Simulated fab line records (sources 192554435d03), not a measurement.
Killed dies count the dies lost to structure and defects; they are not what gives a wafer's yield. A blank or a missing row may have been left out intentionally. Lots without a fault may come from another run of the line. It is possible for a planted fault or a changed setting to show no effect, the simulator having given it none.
Which tool is to blame? / flow n5_finfet / route of 1938 steps, sampled at 1 step: 12 lots, 36 wafers

## WHAT THE GAUGES READ, wafer by wafer
N5_BEOL_M13_OCD_MEAS_35.
lot=L074; measured=day 15 11:50; on=ocd-02; trench_depth_nm (nm)=404 405 408
lot=L077; measured=day 15 18:37; on=ocd-01; trench_depth_nm (nm)=401 429 406
lot=L079; measured=day 16 06:24; on=ocd-01; trench_depth_nm (nm)=407 413 410
lot=L083; measured=day 16 15:46; on=ocd-01; trench_depth_nm (nm)=397 426 407
lot=L082; measured=day 17 01:14; on=ocd-01; trench_depth_nm (nm)=411 414 412
lot=L084; measured=day 17 11:32; on=ocd-01; trench_depth_nm (nm)=418 403 417
lot=L089; measured=day 18 09:15; on=ocd-01; trench_depth_nm (nm)=403 425 410
lot=L087; measured=day 18 16:08; on=ocd-01; trench_depth_nm (nm)=405 416 402
lot=L088; measured=day 18 20:16; on=ocd-02; trench_depth_nm (nm)=398 400 418
lot=L093; measured=day 19 12:05; on=ocd-01; trench_depth_nm (nm)=427 417 408
lot=L095; measured=day 20 06:01; on=ocd-01; trench_depth_nm (nm)=405 428 427
lot=L097; measured=day 20 20:17; on=ocd-01; trench_depth_nm (nm)=403 418 409

## TOOL THAT RAN EACH LOT (tool first, then ch and the chambers of the sampled wafers, then the start)
The record holds no process step before these readings.

## THE ANSWER, worked out from the rows above alone
Rule: usual is defined by the lots themselves. The widest of any qualifying gaps counts: lots, ordered by their means at a reading, are off when they make up no more than a third of the lots, leave a main group of 4 or more, and stand apart from it by 3 or more times the standard deviation of that group's means. The tables above print the reading to a certain number of digits; a main group whose means all agree to those digits is not used. A lot without any number at a reading at which 4 lots or more have one is off too. All remaining lots with rows at the step are treated as sound.
Nothing can be told from this: no lot is off at any reading shown.

## WHAT THE SIMULATOR HAD PUT IN
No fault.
